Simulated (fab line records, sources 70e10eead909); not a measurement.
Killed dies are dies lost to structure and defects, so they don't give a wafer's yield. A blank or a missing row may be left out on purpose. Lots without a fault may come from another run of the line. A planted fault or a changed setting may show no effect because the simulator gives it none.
fab line records | flow nand_harc
record lots=13 wafers=39 last_day=24
route steps=1159 shown P_M2@343 END@1159
lots that met no fault: from a run of the same line without faults
start_h: hours from the record's first day to the start of the lot's first wafer shown | wait_h: hours since the lot's step before | " the same as in the row above | L1.1+2: a row that stands for several wafers | - no value, or no start given | * or withheld: withheld | < > ~ a bound
route shown NAME@n: a module of which the file shows steps, and the number in the route of the first | usual: mean/standard deviation of fault-free wafers | same: alike in all rows | chamber/n: place in a boat | sites: the reading at each site | _std_site: their standard deviation | _edge_site: outer sites' mean less inner sites' | radius_mm: how far each site lies from the wafer's centre | mask NAME#n: copy n | behind: the tool/chamber that last shaped the wafer | hold: why the lot was held/for how many hours/how that ended | device: the transistor (n, p or np) that didn't switch | end of line: the same wafers' tests at the end of the route | a step without rows: its recipe alone | killed: dies lost to structure and defects at the first sort, not the wafer's yield | map: a wafer's dies, x killed, . not, _ none there
set.NAME: the setting as run; set.NAME@STEP: as run at that earlier step | model.NAME: the simulator's own value behind a step, which no gauge read
steps of the route over a sample of lots; a table a step, a row a wafer
services: from which hour (start_h, from the record's first day; less than 0 if before it) a tool's chamber was out of use, for how many hours, and why
## steps
# step NHARC_P_M2_ANNEAL_31
# recipe temp_c=225 time_s=90
# usual wafer_temp_C_max=225.97/0.24
# columns lot.wafer tool chamber start_h wait_h wafer_temp_C_max
L578.2 rtp_anneal-02 0 127.62 0.4 226.39
L578.3 " 0 " " 225.80
L578.6 " 0 " " 225.89
L577.3 rtp_anneal-01 0 128.50 0.3 226.00
L577.4 " 0 " " 225.94
L577.5 " 0 " " 226.50
L580.2 rtp_anneal-01 0 135.46 - 226.33
L580.4 " 0 " " 226.38
L580.5 " 0 " " 226.42
L579.2 rtp_anneal-02 0 144.95 - 226.12
L579.3 " 0 " " 226.07
L579.4 " 0 " " 225.85
L582.1 rtp_anneal-02 0 156.16 - 226.08
L582.2 " 0 " " 225.72
L582.5 " 0 " " 225.67
L584.1 rtp_anneal-02 0 170.51 - 225.95
L584.2 " 0 " " 226.07
L584.4 " 0 " " 225.77
L586.2 rtp_anneal-02 0 179.33 0.4 225.93
L586.3 " 0 " " 225.99
L586.6 " 0 " " 226.04
L588.2 rtp_anneal-02 0 188.16 0.3 225.95
L588.4 " 0 " " 226.11
L588.5 " 0 " " 226.39
L596.1 rtp_anneal-02 0 246.41 0.3 225.86
L596.2 " 0 " " 226.41
L596.4 " 0 " " 226.05
L597.1 rtp_anneal-01 0 248.02 - 225.85
L597.3 " 0 " " 225.83
L597.6 " 0 " " 225.97
L598.2 rtp_anneal-01 0 252.04 0.4 225.84
L598.4 " 0 " " 225.95
L598.6 " 0 " " 225.64
L599.2 rtp_anneal-01 0 259.97 - 226.43
L599.4 " 0 " " 226.10
L599.5 " 0 " " 225.85
L600.3 rtp_anneal-02 0 267.80 0.3 225.80
L600.4 " 0 " " 225.95
L600.5 " 0 " " 225.93
# step NHARC_P_M2_INSPECT_27
# usual raw_defect_count=302/120
# columns lot.wafer tool chamber start_h wait_h raw_defect_count
L578.2 defect_inspect-02 - 128.39 0.0 433
L578.3 " - " " 429
L578.6 " - " " 372
L577.3 defect_inspect-01 - 129.21 0.0 352
L577.4 " - " " 221
L577.5 " - " " 367
L580.2 defect_inspect-02 - 136.22 0.0 212
L580.4 " - " " 334
L580.5 " - " " 253
L579.2 defect_inspect-01 - 145.72 0.0 469
L579.3 " - " " 256
L579.4 " - " " 267
L582.1 defect_inspect-02 - 156.98 0.0 291
L582.2 " - " " 230
L582.5 " - " " 248
L584.1 defect_inspect-01 - 171.33 0.0 202
L584.2 " - " " 219
L584.4 " - " " 162
L586.2 defect_inspect-01 - 180.12 0.0 187
L586.3 " - " " 226
L586.6 " - " " 272
L588.2 defect_inspect-01 - 188.92 0.0 292
L588.4 " - " " 421
L588.5 " - " " 304
L596.1 defect_inspect-02 - 247.23 0.0 299
L596.2 " - " " 281
L596.4 " - " " 484
L597.1 defect_inspect-01 - 248.84 0.0 344
L597.3 " - " " 459
L597.6 " - " " 381
L598.2 defect_inspect-01 - 252.83 0.0 178
L598.4 " - " " 190
L598.6 " - " " 274
L599.2 defect_inspect-02 - 260.74 0.0 302
L599.4 " - " " 239
L599.5 " - " " 292
L600.3 defect_inspect-01 - 268.52 0.0 324
L600.4 " - " " 294
L600.5 " - " " 386
# step NHARC_P_M2_PRE_CLEAN_32
# recipe time_s=12 temp_c=370 rf_power_w=300 gas=NH3
# usual heater_power_w=637/77
# columns lot.wafer tool chamber start_h wait_h heater_power_w
L578.3 pecvd-04 0 128.45 0.1 591
L578.2 " 2 " " 636
L578.6 " 1 " " 554
L577.3 pecvd-02 1 129.31 0.1 600
L577.4 " 2 " " 707
L577.5 " 1 " " 613
L580.2 pecvd-04 2 136.29 0.1 562
L580.4 " 0 " " 655
L580.5 " 2 " " 530
L579.2 pecvd-04 0 145.87 0.2 653
L579.3 " 2 " " 579
L579.4 " 2 " " 567
L582.1 pecvd-03 2 157.05 0.1 522
L582.2 " 0 " " 629
L582.5 " 0 " " 625
L584.1 pecvd-03 0 171.85 0.5 606
L584.2 " 2 " " 492
L584.4 " 1 " " 627
L586.2 pecvd-02 2 180.19 0.1 764
L586.3 " 1 " " 689
L586.6 " 0 " " 749
L588.2 pecvd-03 1 189.02 0.1 524
L588.4 " 2 " " 541
L588.5 " 0 " " 630
L596.1 pecvd-03 2 247.29 0.1 555
L596.2 " 0 " " 548
L596.4 " 1 " " 599
L597.1 pecvd-03 1 249.01 0.2 611
L597.3 " 2 " " 551
L597.6 " 2 " " 530
L598.2 pecvd-03 2 253.20 0.4 546
L598.4 " 2 " " 561
L598.6 " 0 " " 614
L599.2 pecvd-04 2 260.83 0.1 607
L599.4 " 0 " " 547
L599.5 " 2 " " 581
L600.3 pecvd-02 0 268.61 0.1 717
L600.4 " 1 " " 663
L600.5 " 2 " " 747
# step NHARC_P_M2_DEP_33
# recipe target_thk_a=300 temp_c=370 target_thk_nm=30 pressure_torr=3 flow_sccm=200 rf_w=450 material=SiCN
# usual chamber_pressure_Torr=3.000/0.0072 heater_power_outer_w=333/59 heater_power_w=586/86
# columns lot.wafer tool chamber start_h wait_h chamber_pressure_Torr heater_power_outer_w heater_power_w
L578.3 pecvd-04 0 128.53 0.1 2.997 247 491
L578.2 " 2 " " 2.992 271 490
L578.6 " 1 " " 3.011 345 585
L577.3 pecvd-02 1 129.44 0.1 3.010 374 629
L577.4 " 2 " " 3.003 373 671
L577.5 " 1 " " 2.995 365 625
L580.2 pecvd-04 2 136.41 0.1 2.991 321 579
L580.4 " 0 " " 2.998 272 530
L580.5 " 2 " " 2.983 342 579
L579.2 pecvd-04 0 145.95 0.1 3.003 329 587
L579.3 " 2 " " 3.000 339 565
L579.4 " 2 " " 3.006 331 561
L582.1 pecvd-03 2 157.13 0.1 3.001 286 491
L582.2 " 0 " " 3.003 323 557
L582.5 " 0 " " 3.000 324 574
L584.1 pecvd-03 0 171.93 0.1 2.998 250 484
L584.2 " 2 " " 3.003 230 404
L584.4 " 1 " " 3.010 356 580
L586.2 pecvd-02 2 180.26 0.1 3.001 304 634
L586.3 " 1 " " 3.009 318 534
L586.6 " 0 " " 3.015 489 770
L588.2 pecvd-03 1 189.15 0.1 3.008 349 572
L588.4 " 2 " " 2.988 291 496
L588.5 " 0 " " 3.011 327 579
L596.1 pecvd-03 2 247.37 0.1 - - -
L596.2 " 0 " " - - -
L596.4 " 1 " " - - -
L597.1 pecvd-03 1 249.09 0.1 - - -
L597.3 " 2 " " - - -
L597.6 " 2 " " - - -
L598.2 pecvd-03 2 253.27 0.1 - - -
L598.4 " 2 " " - - -
L598.6 " 0 " " - - -
L599.2 pecvd-04 2 260.99 0.1 2.991 340 579
L599.4 " 0 " " 3.006 272 508
L599.5 " 2 " " 2.993 337 574
L600.3 pecvd-02 0 268.75 0.1 3.002 438 723
L600.4 " 1 " " 3.006 385 623
L600.5 " 2 " " 2.990 315 642
# step NHARC_END_SORT_01
# recipe temp_c=25
# usual defect_limited_yield=95.4/1.5 killed_at_array=27/9.9 killed_at_other=0.6/0.84 killed_at_periphery=3.7/2.5 killed_dies=31/9.9 killed_open=3.0/1.6 killed_short=1.9/1.2 sort_bin_2_pct=1.5/0.6 sort_bin_3_pct=0.26/0.21 sort_bin_4_pct=2.9/0.98 sort_n_pass=646/9.9 sort_rim_yield_pct=96.3/2.4 sort_yield_pct=95.4/1.5
# same gross_dies=677 sort_bin_5_pct[%]=0 sort_bin_6_pct[%]=0 sort_bin_7_pct[%]=0 sort_bin_8_pct[%]=0 sort_rim_n_gross=106.00
# columns lot.wafer tool chamber start_h wait_h defect_limited_yield[%] killed_at_array killed_at_other killed_at_periphery killed_dies killed_open killed_short sort_bin_2_pct[%] sort_bin_3_pct[%] sort_bin_4_pct[%] sort_n_pass sort_rim_yield_pct[%] sort_yield_pct[%]
L582.1 prober-02 0 459.93 2.5 95.0 30 1 3 34 3 1 1.5 0 3.5 643 96.2 95.0
L582.2 prober-02 0 460.72 2.8 96.2 24 1 1 26 3 2 0.7 0.30 2.8 651 91.5 96.2
L582.5 prober-02 0 463.10 3.7 96.5 24 0 0 24 0 2 1.5 0 2.1 653 98.1 96.5
L588.2 prober-01 0 503.23 2.8 93.6 35 1 7 43 5 1 1.8 0.15 4.4 634 96.2 93.6
L588.4 prober-01 0 504.84 3.4 93.5 38 2 4 44 6 4 1.6 0.74 4.1 633 96.2 93.5
L588.5 prober-01 0 505.64 3.7 94.2 35 0 4 39 6 2 1.8 0.44 3.5 638 96.2 94.2
L586.2 prober-02 0 509.94 2.8 96.9 15 0 6 21 5 3 0.4 0 2.7 656 96.2 96.9
L586.3 prober-02 0 510.75 3.1 96.9 15 1 5 21 2 3 1.0 0.15 1.9 656 99.1 96.9
L586.6 prober-02 0 513.16 4.0 95.9 15 1 12 28 4 2 1.5 0.30 2.4 649 98.1 95.9
L598.2 prober-01 0 559.18 2.8 93.8 33 2 7 42 5 1 1.9 0.59 3.7 635 91.5 93.8
L598.4 prober-01 0 560.82 3.5 93.1 39 0 8 47 2 3 2.5 0.15 4.3 630 98.1 93.1
L598.6 prober-01 0 562.46 4.1 92.8 40 2 7 49 2 3 2.7 0.59 4.0 628 95.3 92.8
L596.1 prober-02 0 566.17 2.5 94.2 37 1 1 39 1 0 1.8 0.30 3.7 638 97.2 94.2
L596.2 prober-02 0 566.97 2.8 95.1 30 1 2 33 1 3 1.9 0.44 2.5 644 99.1 95.1
L596.4 prober-02 0 568.56 3.4 92.5 41 1 9 51 4 2 2.5 0.74 4.3 626 98.1 92.5
# killed by level:class
L582.1 A_CHANNEL_HOLE_D1:chamber_film_flake=14 A_SLIT:chamber_film_flake=7 A_CONTACT:chamber_film_flake=4 P_M2:geometric_particle:open=1 A_CONTACT:geometric_particle:open=1 A_M0:geometric_particle:open=1 A_M0:geometric_particle:short=1 P_ZERO_WELL:chamber_film_flake=1
L582.2 A_CHANNEL_HOLE_D1:chamber_film_flake=7 A_SLIT:chamber_film_flake=6 A_CONTACT:chamber_film_flake=4 A_CONTACT:geometric_particle:open=2 A_WL_FILL:chamber_film_flake=2 A_CHANNEL_HOLE_D1:geometric_particle:short=1 A_CHANNEL_FILL_D1:geometric_particle:open=1 A_M1:geometric_particle:short=1
L582.5 A_CHANNEL_HOLE_D1:chamber_film_flake=12 A_SLIT:chamber_film_flake=7 A_CONTACT:chamber_film_flake=2 A_CHANNEL_FILL_D1:geometric_particle:short=1 A_M0:geometric_particle:short=1 A_STAIRCASE:chamber_film_flake=1
L588.2 A_SLIT:chamber_film_flake=17 A_STAIRCASE:chamber_film_flake=6 A_CHANNEL_HOLE_D1:chamber_film_flake=4 P_GATE:geometric_particle:open=3 P_M1:chamber_film_flake=2 A_ZERO_WELL:chamber_film_flake=2 A_CONTACT:chamber_film_flake=2 P_CONTACT:geometric_particle:open=1
L588.4 A_SLIT:chamber_film_flake=14 A_CONTACT:chamber_film_flake=6 A_CHANNEL_HOLE_D1:chamber_film_flake=5 P_M0:geometric_particle:open=2 A_CONTACT:geometric_particle:short=2 STARTING-WAFER:geometric_particle:open=2 A_STAIRCASE:chamber_film_flake=2 A_SGD_CUT:chamber_film_flake=2
L588.5 A_SLIT:chamber_film_flake=14 A_STAIRCASE:chamber_film_flake=6 A_CONTACT:chamber_film_flake=4 A_CHANNEL_HOLE_D1:chamber_film_flake=3 P_CONTACT:geometric_particle:open=2 A_M0:geometric_particle:open=2 A_M1:geometric_particle:open=2 A_CHANNEL_HOLE_D1:geometric_particle:short=1
L586.2 A_CHANNEL_HOLE_D1:chamber_film_flake=6 P_M1:chamber_film_flake=4 P_CONTACT:geometric_particle:open=2 A_CHANNEL_FILL_D1:geometric_particle:open=2 A_ONON_D1:geometric_particle:open=1 A_CHANNEL_FILL_D1:geometric_particle:short=1 A_CONTACT:geometric_particle:short=1 A_M1:geometric_particle:short=1
L586.3 P_M1:chamber_film_flake=4 A_STAIRCASE:chamber_film_flake=4 A_WL_FILL:chamber_film_flake=3 A_CONTACT:chamber_film_flake=3 A_M0:geometric_particle:open=2 A_WL_FILL:geometric_particle:short=1 A_M1:geometric_particle:short=1 STARTING-WAFER:geometric_particle:short=1
L586.6 P_M1:chamber_film_flake=6 A_STAIRCASE:chamber_film_flake=6 A_CHANNEL_HOLE_D1:chamber_film_flake=5 P_CONTACT:geometric_particle:short=2 A_CONTACT:chamber_film_flake=2 P_CONTACT:geometric_particle:open=1 P_M2:geometric_particle:open=1 P_BONDPAD:geometric_particle:open=1
L598.2 A_CHANNEL_HOLE_D1:chamber_film_flake=20 A_CONTACT:chamber_film_flake=5 P_M0:chamber_film_flake=3 P_M2:chamber_film_flake=3 A_STAIRCASE:chamber_film_flake=3 A_WL_FILL:geometric_particle:open=2 THIN_TSV:chamber_film_flake=2 P_M0:geometric_particle:open=1
L598.4 A_CHANNEL_HOLE_D1:chamber_film_flake=27 A_STAIRCASE:chamber_film_flake=7 P_M2:chamber_film_flake=4 P_M0:chamber_film_flake=2 P_CONTACT:geometric_particle:open=1 A_CHANNEL_HOLE_D1:geometric_particle:short=1 A_CHANNEL_FILL_D1:geometric_particle:open=1 A_SGD_CUT:geometric_particle:short=1
L598.6 A_CHANNEL_HOLE_D1:chamber_film_flake=24 A_STAIRCASE:chamber_film_flake=9 P_M2:chamber_film_flake=4 A_CHANNEL_HOLE_D1:geometric_particle:short=2 P_M0:chamber_film_flake=2 A_CONTACT:chamber_film_flake=2 THIN_TSV:chamber_film_flake=2 A_ONON_D1:geometric_particle:open=1
L596.1 A_SLIT:chamber_film_flake=16 A_STAIRCASE:chamber_film_flake=7 A_WL_FILL:chamber_film_flake=4 A_CONTACT:chamber_film_flake=4 A_CHANNEL_HOLE_D1:chamber_film_flake=3 A_CHANNEL_FILL_D1:chamber_film_flake=2 A_SLIT:geometric_particle:open=1 P_STI:chamber_film_flake=1
L596.2 A_SLIT:chamber_film_flake=14 A_CHANNEL_HOLE_D1:chamber_film_flake=7 P_STI:chamber_film_flake=2 A_STAIRCASE:chamber_film_flake=2 A_WL_FILL:chamber_film_flake=2 A_SGD_CUT:geometric_particle:short=1 A_WL_FILL:geometric_particle:short=1 A_CONTACT:geometric_particle:open=1
L596.4 A_SLIT:chamber_film_flake=17 A_CHANNEL_HOLE_D1:chamber_film_flake=7 A_STAIRCASE:chamber_film_flake=6 A_CONTACT:chamber_film_flake=5 P_STI:chamber_film_flake=4 A_M1:geometric_particle:open=2 A_WL_FILL:chamber_film_flake=2 P_STI:geometric_particle:short=1
## services
# columns tool chamber start_h hours kind
pecvd-03 - 111.09 13.0 pm
pecvd-03 0 111.09 13.0 vent_cycle
pecvd-03 1 111.09 13.0 vent_cycle
pecvd-03 2 111.09 13.0 vent_cycle
pecvd-03 0 124.09 - clean
pecvd-03 1 124.09 - clean
pecvd-03 2 124.09 - clean
pecvd-02 - 153.23 13.0 pm
pecvd-02 0 153.23 13.0 vent_cycle
pecvd-02 1 153.23 13.0 vent_cycle
pecvd-02 2 153.23 13.0 vent_cycle
pecvd-02 0 166.23 - clean
pecvd-02 1 166.23 - clean
pecvd-02 2 166.23 - clean
pecvd-03 - 175.72 0.6 repair
pecvd-04 - 195.33 13.0 pm
pecvd-04 0 195.33 13.0 vent_cycle
pecvd-04 1 195.33 13.0 vent_cycle
pecvd-04 2 195.33 13.0 vent_cycle
pecvd-04 0 208.33 - clean
pecvd-04 1 208.33 - clean
pecvd-04 2 208.33 - clean
pecvd-03 - 208.95 9.3 repair
pecvd-04 1 250.71 32.5 repair
## key
first_sign step=NHARC_P_M2_DEP_33 reading=tool_record direction=missing
effect none on later readings
met_at NHARC_P_M2_DEP_33
struck_lots L596,L597,L598
not_acting_at NHARC_P_M2_ANNEAL_31,NHARC_P_M2_INSPECT_27,NHARC_P_M2_PRE_CLEAN_32
onset_between 189.15 247.37
fault kind=skipped_step_whole tool=pecvd-03 chamber=- onset_h=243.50 steps=NHARC_P_M2_DEP_33 scope=struck_lots_only
